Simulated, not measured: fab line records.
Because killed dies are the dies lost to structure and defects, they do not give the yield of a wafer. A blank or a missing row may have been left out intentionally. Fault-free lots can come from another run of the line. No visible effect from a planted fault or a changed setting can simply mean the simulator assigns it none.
Which of the tools did it? :: flow nand-harc :: 36 wafers sampled from 12 lots at 1 step of a route of 1159

== WHAT THE GAUGES READ, wafer by wafer ==
NHARC_A_CONTACT_CD_MEAS_08: the cd target is 100 nm.
lot: L078
measured: day 20 10:09
on: cd-sem-03
cd-nm (nm): 99.2 99.6 100.4

lot: L076
measured: day 20 17:22
on: cd-sem-02
cd-nm (nm): 99.6 99.1 99.4

lot: L082
measured: day 21 06:10
on: cd-sem-03
cd-nm (nm): 100.6 100.4 100.4

lot: L079
measured: day 21 13:01
on: cd-sem-03
cd-nm (nm): 100.6 99.6 100.2

lot: L084
measured: day 21 16:41
on: cd-sem-03
cd-nm (nm): 99.9 100.0 99.5

lot: L087
measured: day 22 04:20
on: cd-sem-02
cd-nm (nm): 99.6 99.3 98.5

lot: L085
measured: day 22 22:02
on: cd-sem-03
cd-nm (nm): 100.5 100.4 100.0

lot: L093
measured: day 23 06:29
on: cd-sem-01
cd-nm (nm): 100.6 100.7 100.3

lot: L092
measured: day 23 13:26
on: cd-sem-03
cd-nm (nm): 100.3 99.4 99.9

lot: L094
measured: day 23 16:34
on: cd-sem-02
cd-nm (nm): 100.3 99.2 100.2

lot: L086
measured: day 24 04:57
on: cd-sem-01
cd-nm (nm): 99.7 99.5 99.7

lot: L096
measured: day 24 18:34
on: cd-sem-01
cd-nm (nm): 99.2 99.5 99.7

== WHICH TOOL RAN EACH LOT (tool, then ch and the chambers of the sampled wafers, then the start) ==
The record holds no process step before these readings.

== THE ANSWER, worked out from the rows above alone ==
Rule: usual is defined by the lots themselves. The widest of any qualifying gaps counts: lots, ordered by their means at a reading, are off when they make up no more than a third of the lots, leave a main group of 4 or more, and stand apart from it by 3 or more times the standard deviation of that group's means. A main group is skipped when, at the precision printed for the reading in the tables above, its means are all equal. A lot without any number at a reading at which 4 lots or more have one is off too. Where the step has rows for the other lots, those lots are counted as sound.
None of the lots is off at any reading shown; this tells nothing.

== WHAT HAD BEEN PUT IN BY THE SIMULATOR ==
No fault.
